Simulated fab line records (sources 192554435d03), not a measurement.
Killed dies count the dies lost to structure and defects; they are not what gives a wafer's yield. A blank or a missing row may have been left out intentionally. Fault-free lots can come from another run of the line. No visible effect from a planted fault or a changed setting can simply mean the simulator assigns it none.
fab line records | flow n5Finfet
record lots=5 | wafers=13 | lastDay=18
route steps=1938 shown SD_EPI_N@276 SD_EPI_P@295 SD_ACTIVATION@332 BEOL_M4@1111 PASSIVATION@1936
lots with no fault: from the same line, run without faults
startH: start of the lot's first displayed wafer, in hours after the record's first day | waitH: hours since the lot's step before | " unchanged from the row above | L1.1+2: one row covering several wafers at once | - value missing, or start not given | * or withheld: withheld | < > ~ a bound
route shown NAME@n: names a module that has steps shown in the file, with the first one's number in the route | usual: the fault-free wafers' mean and standard deviation | same: alike in all rows | chamber/n: place in a boat | sites: per-site readings | _std_site: standard deviation across them | _edge_site: outer sites' mean less inner sites' | radiusMm: for every site, how far away it sits from the centre of the wafer | mask NAME#n: copy n | behind: the tool/chamber that last shaped the wafer | hold: what put the lot on hold/how long, in hours/how the hold closed | device: the transistor (n, p or np) that didn't switch | end of line: at the end of the route, the tests of the same wafers | where a step has no rows: the recipe by itself | killed: at the first sort, the dies lost to defects and structure; wafer yield is something else | map: a wafer's dies, marking killed ones x, the rest . and places with no die _
set.NAME: the setting as run; set.NAME@STEP: as run at that earlier step | model.NAME: the simulator's own value behind a step, which no gauge read
a table for each step, a row for each wafer; lots at some steps of the route
services: the hour from which a tool's chamber was out of use, counted from the record's first day as startH (under 0 if before that day), plus the number of hours and why
## steps
# step N5_SD_EPI_N_STRIP_36
# recipe chemistry=N2/H2 | tempC=40 | n2FlowSccm=200 | h2FlowSccm=200 | rfFrequencyHz=6e+07
# step N5_SD_EPI_N_ETCHBACK_44
# recipe chemistry=CH3F/O2 | mode=anisotropicEtchback | target=SiNx | targetDepthA=145 | stopOn=SiO2 | overEtchFrac=0.3 | ionEnergyEv=120 | pressureMtorr=30 | sourceW=395 | biasW=73 | Ar_flow_sccm=150 | CH3F_flow_sccm=30 | O2_flow_sccm=20
# step N5_SD_EPI_N_ETCH_45
# recipe chemistry=CH3F/O2 | target=SiOCN | targetDepthA=60 | maskMaterial=SOC | ionEnergyEv=60 | biasW=29 | pressureMtorr=15 | sourceW=410 | Ar_flow_sccm=150 | CH3F_flow_sccm=30 | O2_flow_sccm=20
# step N5_SD_EPI_N_ETCH_16
# recipe chemistry=CHF3/O2 | target=SiO2 | targetDepthA=50 | maskMaterial=SOC | pressureMtorr=30 | sourceW=650 | biasW=170 | Ar_flow_sccm=200 | CHF3_flow_sccm=50 | O2_flow_sccm=5 | ionEnergyEv=200
# step N5_SD_EPI_N_STRIP_47
# recipe chemistry=CHF3/O2 | resist=SiARC | rfFrequencyHz=6e+07
# step N5_SD_EPI_N_SD_RECESS_17
# recipe chemistry=HBr/Cl2/O2 | targetDepthA=410 | maskMaterial=SOC | timeS=23.7 | btTimeS=3 | pressureMtorr=10 | icpW=800 | biasW=112 | HBr_flow_sccm=150 | Cl2_flow_sccm=80 | O2_flow_sccm=12
# step N5_SD_EPI_N_STRIP_38
# recipe chemistry=N2/H2 | powerW=1000 | tempC=250 | h2Frac=0.65 | overashFraction=0.3 | pressureMtorr=withheld | n2FlowSccm=1750 | h2FlowSccm=3250
# step N5_SD_EPI_N_WET_ETCH_43
# recipe chemistry=dHF | dilution=withheld | timeS=14 | target=SiO2 | targetDepthA=15 | tempC=25
# step N5_SD_EPI_N_STRIP_18
# recipe chemistry=SPM | timeS=750 | tempC=130 | h2so4H2o2VolRatio=4
# step N5_SD_EPI_N_SRD_20
# recipe dry=ipaMarangoni | doPpb=5 | timeS=30 | tempC=23 | rinseLiquid=diw
# step N5_SD_EPI_N_PRECLEAN_48
# recipe chemistry=NF3:NH3 | afsCycles=2 | tempC=30 | timeS=20 | sublimationTempC=180 | sublimationTimeS=60 | pressureTorr=3 | rfPowerW=30
# step N5_SD_EPI_N_VAPOR_ETCH_50
# recipe chemistry=HCl | target=Si | tempC=775 | timeS=54 | pressureTorr=20 | mode=isotropic
# step N5_SD_EPI_N_EPI_21
# recipe material=Si:P | dopant=P | tempC=680 | pressureTorr=255 | timeS=690
# usual epiGrowthTimeS=690/0 | susceptor_temp_C_max=681.9/0.57
lot.wafer | tool        | chamber | startH | waitH | epiGrowthTimeS | susceptor_temp_C_max | model.Si-P_of_SD_EPI_N_EPI_21.thkNm
L794.1    | epiRpcvd-04 | 0       | 50.10  | 0.1   | 690            | 681.9                | 59.8
L794.2    | "           | 0       | "      | "     | 690            | 682.8                | 59.8
L794.4    | "           | 0       | "      | "     | 690            | 681.6                | 59.6
L808.1    | epiRpcvd-04 | 0       | 137.52 | 0.1   | 690            | 682.2                | 58.4
L808.2    | "           | 0       | "      | "     | 690            | 681.9                | 58.4
L808.4    | "           | 0       | "      | "     | 426.07         | 681.8                | 39.2
L810.2    | epiRpcvd-04 | 0       | 149.62 | 0.4   | 690            | 681.8                | 59.4
L810.4    | "           | 0       | "      | "     | 426.07         | 681.9                | 39.2
L812.1    | epiRpcvd-04 | 0       | 158.29 | 0.1   | 690            | 681.5                | 58.4
L812.4    | "           | 0       | "      | "     | 426.07         | 682.1                | 39
L814.3    | epiRpcvd-01 | 0       | 169.56 | 0.7   | 690            | 681.9                | 58.6
L814.4    | "           | 0       | "      | "     | 690            | 681.6                | 58.2
L814.6    | "           | 0       | "      | "     | 690            | 682.0                | 58.6
# step N5_SD_EPI_N_EPI_MEAS_23
# recipe mode=xrd
# usual thkNm=59.1/1.1
lot.wafer | tool         | chamber | startH | waitH | thkNm
L794.1    | filmMetro-01 | -       | 51.81  | 1.4   | 60.0
L794.2    | "            | -       | "      | "     | 60.4
L794.4    | "            | -       | "      | "     | 60.8
L808.1    | filmMetro-02 | -       | 139.23 | 1.4   | 57.7
L808.2    | "            | -       | "      | "     | 59.8
L808.4    | "            | -       | "      | "     | 39.6
L810.2    | filmMetro-01 | -       | 151.06 | 1.2   | 59.5
L810.4    | "            | -       | "      | "     | 39.9
L812.1    | filmMetro-01 | -       | 160.00 | 1.4   | 58.3
L812.4    | "            | -       | "      | "     | 36.9
L814.3    | filmMetro-02 | -       | 170.73 | 0.9   | 58.3
L814.4    | "            | -       | "      | "     | 56.4
L814.6    | "            | -       | "      | "     | 56.8
# step N5_SD_EPI_N_PRECLEAN_24
# recipe chemistry=O3/DIW | timeS=60 | tempC=22 | o3Ppm=10
# step N5_SD_EPI_N_SRD_25
# recipe timeS=30 | tempC=23 | rinseLiquid=diw | dry=ipaMarangoni
# step N5_SD_EPI_N_PRECLEAN_49
# recipe chemistry=NF3:NH3 | afsCycles=1 | tempC=30 | timeS=20 | sublimationTempC=180 | sublimationTimeS=60 | pressureTorr=3 | rfPowerW=30
# step N5_SD_EPI_N_LINER_46
# recipe material=SiNx | targetThkA=30 | tempC=400 | aldPrecursorFamily=SiH2I2 | aldCoReactant=N2/H2-plasma | pressureTorr=2
# step N5_SD_EPI_P_COAT_34
# recipe resist=SOC | tempC=250 | timeS=60 | spinRpm=1500 | resistThkNm=350
# step N5_SD_EPI_P_COAT_35
# recipe resist=SiARC | tempC=220 | timeS=60 | spinRpm=1500 | resistThkNm=35
# step N5_SD_EPI_P_COAT_03
# recipe resist=CAR-ArF-block | spinRpm=1500 | resistThkNm=150
# step N5_SD_EPI_P_EBR_05
# recipe solvent=PGMEA | ebrWidthMm=1.5
# step N5_SD_EPI_P_SOFTBAKE_04
# recipe tempC=110 | timeS=60 | resist=CAR-ArF-block
# step N5_SD_EPI_P_EXPOSE_06
# recipe maskId=SD_P_BLK | na=1.35 | sourceShape=conventional | sigmaOuter=0.8 | polarization=unpolarized | targetCdNm=240 | doseMj=39.5
# step N5_SD_EPI_P_PEB_07
# recipe pebTempC=110 | pebTimeS=60 | resist=CAR-ArF-block
# step N5_SD_EPI_P_DEVELOP_08
# recipe developTimeS=30 | developer=TMAH | resist=CAR-ArF-block | devTempC=23 | rinseLiquid=diw | dry=airSpin
# step N5_SD_EPI_P_DESCUM_14
# recipe chemistry=O2 | timeS=7.9 | sourcePowerW=50 | biasPowerW=20 | pressureMtorr=20 | rfFrequencyHz=2.712e+07 | tempC=40 | resist=CAR-ArF-block | o2FlowSccm=225
# step N5_SD_EPI_P_ETCH_36
# recipe chemistry=CF4 | target=SiARC | targetDepthA=455 | maskMaterial=CAR-ArF-block | timeS=75.8 | ionEnergyEv=80 | pressureMtorr=40 | sourceW=545 | biasW=36 | Ar_flow_sccm=100 | cf4FlowSccm=100 | ends=cleared
# step N5_SD_EPI_P_ETCH_37
# recipe chemistry=N2/H2 | target=SOC | overetchA=1080 | maskMaterial=SiARC | tempC=40 | ionEnergyEv=100 | sourceW=3000 | biasW=133 | pressureMtorr=20 | timeS=486 | n2FlowSccm=200 | h2FlowSccm=200 | ends=endPoint
# step N5_SD_EPI_P_STRIP_38
# recipe chemistry=N2/H2 | tempC=40 | n2FlowSccm=200 | h2FlowSccm=200 | rfFrequencyHz=6e+07
# step N5_SD_EPI_P_ETCHBACK_46
# recipe chemistry=CH3F/O2 | mode=anisotropicEtchback | target=SiNx | targetDepthA=175 | stopOn=SiO2 | overEtchFrac=0.3 | ionEnergyEv=120 | pressureMtorr=30 | sourceW=395 | biasW=73 | Ar_flow_sccm=150 | CH3F_flow_sccm=30 | O2_flow_sccm=20
# step N5_SD_EPI_P_ETCH_47
# recipe chemistry=CH3F/O2 | target=SiOCN | targetDepthA=250 | maskMaterial=SOC | ionEnergyEv=60 | biasW=29 | pressureMtorr=30 | sourceW=410 | Ar_flow_sccm=150 | CH3F_flow_sccm=30 | O2_flow_sccm=20
# step N5_SD_EPI_P_ETCH_16
# recipe chemistry=CHF3/O2 | target=SiO2 | targetDepthA=50 | maskMaterial=SOC | pressureMtorr=30 | sourceW=650 | biasW=170 | Ar_flow_sccm=200 | CHF3_flow_sccm=50 | O2_flow_sccm=5 | ionEnergyEv=200
# step N5_SD_EPI_P_STRIP_50
# recipe chemistry=CHF3/O2 | resist=SiARC | rfFrequencyHz=6e+07
# step N5_SD_EPI_P_SD_RECESS_17
# recipe chemistry=HBr/Cl2/O2 | targetDepthA=391 | btTimeS=3 | pressureMtorr=10 | icpW=800 | biasW=112 | HBr_flow_sccm=150 | Cl2_flow_sccm=80 | O2_flow_sccm=12
# step N5_SD_EPI_P_WET_ETCH_45
# recipe chemistry=dHF | dilution=withheld | timeS=10.7 | target=SiO2 | targetDepthA=20 | tempC=25 | dry=ipaMarangoni | rinseTimeS=30 | rinseTempC=23
# step N5_SD_EPI_P_STRIP_40
# recipe chemistry=N2/H2 | powerW=1000 | tempC=250 | h2Frac=0.65 | overashFraction=0.3 | pressureMtorr=withheld | n2FlowSccm=1750 | h2FlowSccm=3250
# step N5_SD_EPI_P_PRECLEAN_52
# recipe chemistry=O3/DIW | timeS=60 | tempC=22 | o3Ppm=10
# step N5_SD_EPI_P_PRECLEAN_24
# recipe chemistry=O3/DIW | timeS=45 | tempC=22 | o3Ppm=10
lot.wafer | tool        | chamber | startH | waitH | model.Si-P_of_SD_EPI_N_EPI_21.thkNm
L794.1+4  | wetBench-02 | 4,7     | 56.79  | 0.0   | 58.8
L794.2    | "           | 5       | "      | "     | 59
L808.1+2  | wetBench-04 | 1,2     | 144.36 | 0.0   | 57.6
L808.4    | "           | 5       | "      | "     | 38.6
L810.2    | wetBench-01 | 2       | 155.82 | 0.0   | 58.6
L810.4    | "           | 5       | "      | "     | 38.8
L812.1    | wetBench-04 | 5       | 164.66 | 0.0   | 57.6
L812.4    | "           | 1       | "      | "     | 38.6
L814.3    | wetBench-04 | 0       | 175.42 | 0.0   | 57.6
L814.4    | "           | 7       | "      | "     | 57.4
L814.6    | "           | 3       | "      | "     | 57.8
# step N5_SD_ACTIVATION_RS_MEAS_03
# recipe thkMeasGauge=four-point-probe
# usual RS_SD_N=21.90/0.28 | RS_SD_P=55.8/0.75
lot.wafer | tool         | chamber | startH | waitH | RS_SD_N[ohm/sq] | RS_SD_P[ohm/sq]
L794.1    | filmMetro-01 | -       | 57.31  | 0.2   | 21.68           | 56.9
L794.2    | "            | -       | "      | "     | 21.63           | 56.0
L794.4    | "            | -       | "      | "     | 21.78           | 56.8
L808.1    | filmMetro-01 | -       | 144.86 | 0.2   | 22.28           | 54.6
L808.2    | "            | -       | "      | "     | 22.25           | 53.9
L808.4    | "            | -       | "      | "     | 33.03           | 54.8
L810.2    | filmMetro-01 | -       | 156.34 | 0.2   | 21.57           | 55.6
L810.4    | "            | -       | "      | "     | 33.08           | 56.4
L812.1    | filmMetro-01 | -       | 165.22 | 0.2   | 22.08           | 55.6
L812.4    | "            | -       | "      | "     | 33.10           | 55.8
L814.3    | filmMetro-02 | -       | 175.96 | 0.2   | 22.07           | 55.3
L814.4    | "            | -       | "      | "     | 22.21           | 55.0
L814.6    | "            | -       | "      | "     | 22.17           | 54.7
# step N5_BEOL_M4_RC_MEAS_101
# usual DIBL_N=36.0/1.6 | DIBL_P=35.8/2 | IOFF_N=0.152/0.03 | IOFF_P=0.20/0.031 | ION_N=670/12 | ION_P=459/7.4 | REXT_N=75.1/1.6 | RS_SD_N=28.4/0.36 | SS_N=71.5/0.56 | SS_P=73.2/0.64 | VT_N=251/3.5 | VT_P=-252/3.3
lot.wafer | tool      | chamber | startH | waitH | DIBL_N[mV/V] | DIBL_P[mV/V] | IOFF_N[nA/um] | IOFF_P[nA/um] | ION_N[uA/um] | ION_P[uA/um] | REXT_N[ohm.um] | RS_SD_N[ohm/sq] | SS_N[mV/dec] | SS_P[mV/dec] | VT_N[mV] | VT_P[mV]
L794.1    | prober-02 | 0       | 199.73 | 0.0   | 34.3         | 33.1         | 0.119         | 0.18          | 647          | 450          | 76.9           | 27.8            | 70.8         | 73.2         | 255      | -250
L794.2    | "         | 0       | "      | "     | 35.3         | 35.9         | 0.155         | 0.23          | 677          | 464          | 76.6           | 28.0            | 71.1         | 73.7         | 247      | -246
L794.4    | "         | 0       | "      | "     | 37.4         | 37.9         | 0.198         | 0.26          | 691          | 466          | 76.0           | 28.5            | 71.9         | 74.3         | 244      | -245
L808.1    | prober-01 | 0       | 284.98 | 0.0   | 35.6         | 37.0         | 0.171         | 0.22          | 673          | 462          | 74.6           | 28.5            | 71.0         | 73.1         | 249      | -249
L808.2    | "         | 0       | "      | "     | 35.5         | 37.5         | 0.190         | 0.24          | 694          | 472          | 74.6           | 28.5            | 71.2         | 72.9         | 244      | -248
L808.4    | "         | 0       | "      | "     | 33.1         | 33.5         | 0.116         | 0.17          | 646          | 460          | 87.6           | 42.8            | 70.4         | 72.0         | 253      | -254
L812.1    | prober-02 | 0       | 294.03 | 0.0   | 38.4         | 39.4         | 0.211         | 0.26          | 691          | 465          | 76.9           | 28.7            | 71.5         | 73.6         | 246      | -249
L812.4    | "         | 0       | "      | "     | 37.7         | 36.9         | 0.162         | 0.21          | 659          | 458          | 88.9           | 43.1            | 71.2         | 74.0         | 252      | -250
L810.2    | prober-01 | 0       | 302.10 | 0.2   | 33.0         | 33.7         | 0.120         | 0.17          | 679          | 465          | 77.5           | 28.1            | 70.4         | 72.4         | 249      | -252
L810.4    | "         | 0       | "      | "     | 39.2         | 39.0         | 0.196         | 0.24          | 664          | 459          | 88.7           | 42.5            | 72.6         | 73.8         | 250      | -249
L814.3    | prober-02 | 0       | 329.27 | 0.3   | 34.8         | 33.4         | 0.128         | 0.20          | 659          | 464          | 76.3           | 28.8            | 71.4         | 73.2         | 252      | -246
L814.4    | "         | 0       | "      | "     | 36.7         | 35.4         | 0.155         | 0.24          | 676          | 468          | 75.7           | 28.9            | 71.2         | 73.9         | 249      | -246
L814.6    | "         | 0       | "      | "     | 36.1         | 34.2         | 0.141         | 0.21          | 667          | 461          | 74.2           | 28.7            | 71.7         | 73.1         | 251      | -248
# step N5_PASSIVATION_PROBE_49
# usual defectLimitedYield=91.6/1.4 | killed_at_M0_to_M3=33/10 | killed_at_M4_up=13/5.3 | killedAtContacts=13/5.9 | killedAtFrontEnd=36/12 | killedAtOther=4/3.1 | killedDies=99/16 | killedOnRim=13/4.2 | killedOpen=65/13 | killedShort=32/7.3 | sort_bin_5_function=4.9/0.9 | sort_bin_6_memory=3.1/0.66 | sort_bin_8_speed=0.0/0.42 | sortNPass=1081/17 | sortYieldPct=91.6/1.4
# same grossDies=1180 | killedAtBackSide=0 | sort_bin_4_leakage[%]=0
lot.wafer | tool      | chamber | startH | waitH | defectLimitedYield[%] | killed_at_M0_to_M3 | killed_at_M4_up | killedAtContacts | killedAtFrontEnd | killedAtOther | killedDies | killedOnRim | killedOpen | killedShort | sort_bin_5_function[%] | sort_bin_6_memory[%] | sort_bin_8_speed[%] | sortNPass | sortYieldPct[%]
L808.1    | prober-01 | -       | 397.92 | 0.0   | 90.0                  | 34                 | 12              | 21               | 51               | 0             | 118        | 15          | 76         | 36          | 6.1                    | 3.4                  | 0                   | 1062      | 90.0
L808.2    | prober-01 | -       | 397.97 | 0.1   | 92.7                  | 14                 | 12              | 18               | 41               | 1             | 86         | 6           | 59         | 27          | 4.4                    | 2.5                  | 0                   | 1094      | 92.7
L808.4    | prober-01 | -       | 398.07 | 0.2   | 91.6                  | 25                 | 9               | 28               | 34               | 3             | 99         | 16          | 68         | 29          | 4.9                    | 3.1                  | 0.1                 | 1080      | 91.5
L812.1    | prober-01 | -       | 404.28 | 0.0   | 93.4                  | 24                 | 12              | 5                | 33               | 4             | 78         | 11          | 53         | 22          | 3.5                    | 2.9                  | 0                   | 1102      | 93.4
L812.4    | prober-01 | -       | 404.43 | 0.2   | 93.6                  | 24                 | 9               | 7                | 27               | 8             | 75         | 10          | 46         | 27          | 3.7                    | 2.5                  | 0                   | 1105      | 93.6
L814.3    | prober-02 | -       | 439.35 | 0.1   | 91.9                  | 29                 | 7               | 11               | 47               | 2             | 96         | 13          | 62         | 34          | 5.1                    | 2.6                  | 0                   | 1084      | 91.9
L814.4    | prober-02 | -       | 439.40 | 0.2   | 86.4                  | 44                 | 11              | 16               | 87               | 2             | 160        | 23          | 109        | 45          | 8.1                    | 4.9                  | 0                   | 1020      | 86.4
L814.6    | prober-02 | -       | 439.50 | 0.3   | 90.5                  | 43                 | 7               | 10               | 49               | 3             | 112        | 15          | 74         | 37          | 5.8                    | 3.6                  | 0                   | 1068      | 90.5
# killed by level:class
L808.1 MOL_CONTACT_COAG:geometricParticle:open=19 FIN_SAQP:geometricParticle:open=12 BEOL_M0_SAQP:geometricParticle:short=11 FIN_SAQP:geometricParticle:short=10 BEOL_M0_SAQP:geometricParticle:open=9 DUMMY_GATE:geometricParticle:open=6 GATE_CUT:geometricParticle:short=6 BEOL_M0:geometricParticle:open=5
L808.2 MOL_CONTACT_COAG:geometricParticle:open=13 DUMMY_GATE:geometricParticle:open=8 STI_FIN_REVEAL:geometricParticle:open=7 BEOL_M1:geometricParticle:open=7 GATE_CUT:geometricParticle:short=6 FIN_SAQP:geometricParticle:open=5 MOL_CONTACT_COAG:geometricParticle:short=5 BEOL_M5:geometricParticle:open=5
L808.4 MOL_CONTACT_COAG:geometricParticle:open=22 DUMMY_GATE:geometricParticle:open=7 MOL_CONTACT_COAG:geometricParticle:short=6 FIN_SAQP:geometricParticle:open=5 STI_FIN_REVEAL:geometricParticle:open=5 BEOL_M0:geometricParticle:open=5 BEOL_M1:geometricParticle:short=4 BEOL_M1:geometricParticle:open=4
L812.1 DUMMY_GATE:geometricParticle:open=10 BEOL_M5:geometricParticle:open=7 BEOL_M1:geometricParticle:open=6 BEOL_M3:geometricParticle:open=6 GATE_CUT:geometricParticle:short=5 FIN_SAQP:geometricParticle:open=4 DUMMY_GATE:geometricParticle:short=4 MOL_CONTACT_COAG:geometricParticle:open=4
L812.4 MOL_CONTACT_COAG:geometricParticle:open=7 BEOL_M3:geometricParticle:open=7 BEOL_M0_SAQP:geometricParticle:open=6 ILD0:geometricParticle:short=4 MIM_BOT:geometricParticle:open=4 STARTING-WAFER:geometricParticle:open=4 GATE_CUT:geometricParticle:short=3 BEOL_M0_SAQP:geometricParticle:short=3
L814.3 STI_FIN_REVEAL:geometricParticle:open=24 BEOL_M0_SAQP:geometricParticle:short=13 MOL_CONTACT_COAG:geometricParticle:open=11 FIN_SAQP:geometricParticle:short=7 FIN_SAQP:geometricParticle:open=4 STI_FIN_REVEAL:geometricParticle:short=4 BEOL_M0_SAQP:geometricParticle:open=4 BEOL_M0:geometricParticle:open=4
L814.4 STI_FIN_REVEAL:geometricParticle:open=35 FIN_SAQP:geometricParticle:short=11 MOL_CONTACT_COAG:geometricParticle:open=11 FIN_SAQP:geometricParticle:open=10 BEOL_M0_SAQP:geometricParticle:short=9 BEOL_M3:geometricParticle:open=8 BEOL_M0_SAQP:geometricParticle:open=8 BEOL_M5:geometricParticle:open=5
L814.6 STI_FIN_REVEAL:geometricParticle:open=17 BEOL_M0_SAQP:geometricParticle:short=13 FIN_SAQP:geometricParticle:open=12 BEOL_M0_SAQP:geometricParticle:open=12 FIN_SAQP:geometricParticle:short=10 MOL_CONTACT_COAG:geometricParticle:open=9 BEOL_M3:geometricParticle:open=7 BEOL_M1:geometricParticle:open=4
## services
tool        | chamber | startH | hours | kind
epiRpcvd-04 | -       | 105.07 | 0.8   | repair
## key
firstSign step=N5_SD_EPI_N_EPI_21 | reading=epiGrowthTimeS | direction=down | sigmas=99+ | usual=* | struck=*
effect step=N5_SD_EPI_N_EPI_MEAS_23 | reading=thkNm | direction=down | sigmas=18 | usual=* | struck=*
effect step=N5_SD_ACTIVATION_RS_MEAS_03 | reading=RS_SD_N | direction=up | sigmas=40 | usual=21.90 | struck=33.07
effect step=N5_BEOL_M4_RC_MEAS_101 | reading=RS_SD_N | direction=up | sigmas=40 | usual=28.4 | struck=42.8
effect step=N5_BEOL_M4_RC_MEAS_101 | reading=REXT_N | direction=up | sigmas=8.5 | usual=75.1 | struck=88.4
modelEffect step=N5_SD_EPI_N_EPI_21 | value=Si-P_of_SD_EPI_N_EPI_21.thkNm | without=58.8 | struck=39.13
modelEffect step=N5_SD_EPI_P_PRECLEAN_24 | value=Si-P_of_SD_EPI_N_EPI_21.thkNm | without=58 | struck=38.67
metAt N5_SD_EPI_N_EPI_21
struckWafers L808.4,L810.4,L812.4
onsetBetween 50.10 137.52
fault kind=processParameterDrift | tool=epiRpcvd-04 | chamber=- | onsetH=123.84 | steps=N5_SD_EPI_N_EPI_21 | channel=epiGrowthTimeS | offset=* | shape=step | endH=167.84 | scope=struckWafersOnly | stated=*
